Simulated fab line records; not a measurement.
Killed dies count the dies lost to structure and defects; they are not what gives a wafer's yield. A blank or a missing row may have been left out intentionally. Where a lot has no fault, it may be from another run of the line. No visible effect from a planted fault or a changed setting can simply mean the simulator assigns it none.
Which of the tools did it? :: flow n5Finfet :: 33 wafers from 11 lots sampled at 3 of the route's 1938 steps

WHAT THE GAUGES READ, wafer by wafer
N5_BEOL_M6_CD_MEAS_28 targets a cd of 40 nm.
lot: L077
measured: day 9 11:02
on: cdSem-03
cdNm (nm): 40.15 39.75 39.97

lot: L078
measured: day 9 16:27
on: cdSem-03
cdNm (nm): 39.77 39.92 39.76

lot: L080
measured: day 10 04:47
on: cdSem-03
cdNm (nm): 40.07 40.14 39.71

lot: L082
measured: day 10 18:46
on: cdSem-03
cdNm (nm): 39.86 39.69 39.93

lot: L085
measured: day 11 13:58
on: cdSem-03
cdNm (nm): 40.01 39.84 39.99

lot: L086
measured: day 12 00:11
on: cdSem-03
cdNm (nm): 40.00 39.73 39.68

lot: L087
measured: day 12 12:05
on: cdSem-01
cdNm (nm): 39.99 39.85 40.26

lot: L090
measured: day 12 17:36
on: cdSem-02
cdNm (nm): 39.84 40.22 40.03

lot: L093
measured: day 13 05:58
on: cdSem-01
cdNm (nm): 40.23 40.39 40.39

lot: L094
measured: day 14 04:36
on: cdSem-03
cdNm (nm): 39.46 39.73 39.86

lot: L097
measured: day 14 19:35
on: cdSem-03
cdNm (nm): 39.79 39.89 40.11

WHICH TOOL RAN EACH LOT (tool, then ch and the chambers of the sampled wafers, then the start)
lot: L077
N5_BEOL_M6_DESCUM_16: rieDiel-05 ch 0,1,3, day 9 05:56
N5_BEOL_M6_ETCH_62: rieDiel-05 ch 0,1,3, day 9 06:02

lot: L078
N5_BEOL_M6_DESCUM_16: rieDiel-05 ch 0,1,2, day 9 13:26
N5_BEOL_M6_ETCH_62: rieDiel-05 ch 0,1,2, day 9 13:32

lot: L080
N5_BEOL_M6_DESCUM_16: rieDiel-04 ch 2,3, day 10 03:05
N5_BEOL_M6_ETCH_62: rieDiel-04 ch 2,3, day 10 03:10

lot: L082
N5_BEOL_M6_DESCUM_16: rieDiel-05 ch 0,1, day 10 16:32
N5_BEOL_M6_ETCH_62: rieDiel-05 ch 0,1, day 10 16:38

lot: L085
N5_BEOL_M6_DESCUM_16: rieDiel-05 ch 1,2, day 11 11:58
N5_BEOL_M6_ETCH_62: rieDiel-05 ch 1,2, day 11 12:04

lot: L086
N5_BEOL_M6_DESCUM_16: rieDiel-04 ch 1,2,3, day 11 21:58
N5_BEOL_M6_ETCH_62: rieDiel-04 ch 1,2,3, day 11 22:04

lot: L087
N5_BEOL_M6_DESCUM_16: rieDiel-05 ch 0,1,3, day 12 11:06
N5_BEOL_M6_ETCH_62: rieDiel-05 ch 0,1,3, day 12 11:11

lot: L090
N5_BEOL_M6_DESCUM_16: rieDiel-06 ch 0,1, day 12 15:31
N5_BEOL_M6_ETCH_62: rieDiel-06 ch 0,1, day 12 15:37

lot: L093
N5_BEOL_M6_DESCUM_16: rieDiel-04 ch 0,1, day 13 05:04
N5_BEOL_M6_ETCH_62: rieDiel-04 ch 0,1, day 13 05:10

lot: L094
N5_BEOL_M6_DESCUM_16: rieDiel-05 ch 0,1,2, day 14 00:40
N5_BEOL_M6_ETCH_62: rieDiel-05 ch 0,1,2, day 14 00:45

lot: L097
N5_BEOL_M6_DESCUM_16: rieDiel-04 ch 0,1, day 14 18:41
N5_BEOL_M6_ETCH_62: rieDiel-04 ch 0,1, day 14 18:46
- N5_BEOL_M6_DESCUM_16: chemistry O2, time 7.9 s.
- N5_BEOL_M6_ETCH_62: etches SOC in N2/H2, target depth 110 nm, overetch 22 nm, time 165 s.

THE ANSWER, worked out from the rows above alone
Rule: what is usual is taken from the lots themselves. Put in order of their means at a reading, lots are off if they are a third of the lots or fewer, leave a main group of 4 or more, and stand apart from it by a gap of 3 or more times the standard deviation of the main group's means; of several such gaps the widest counts. Not used: any main group whose means are identical at the precision the tables above print for the reading. Also off: a lot with no number at a reading for which 4 or more lots have one. Any other lot the step has rows for is counted as sound.
No lot is off on any of the readings shown, so nothing can be concluded from this.

WHAT THE SIMULATOR HAD PUT IN
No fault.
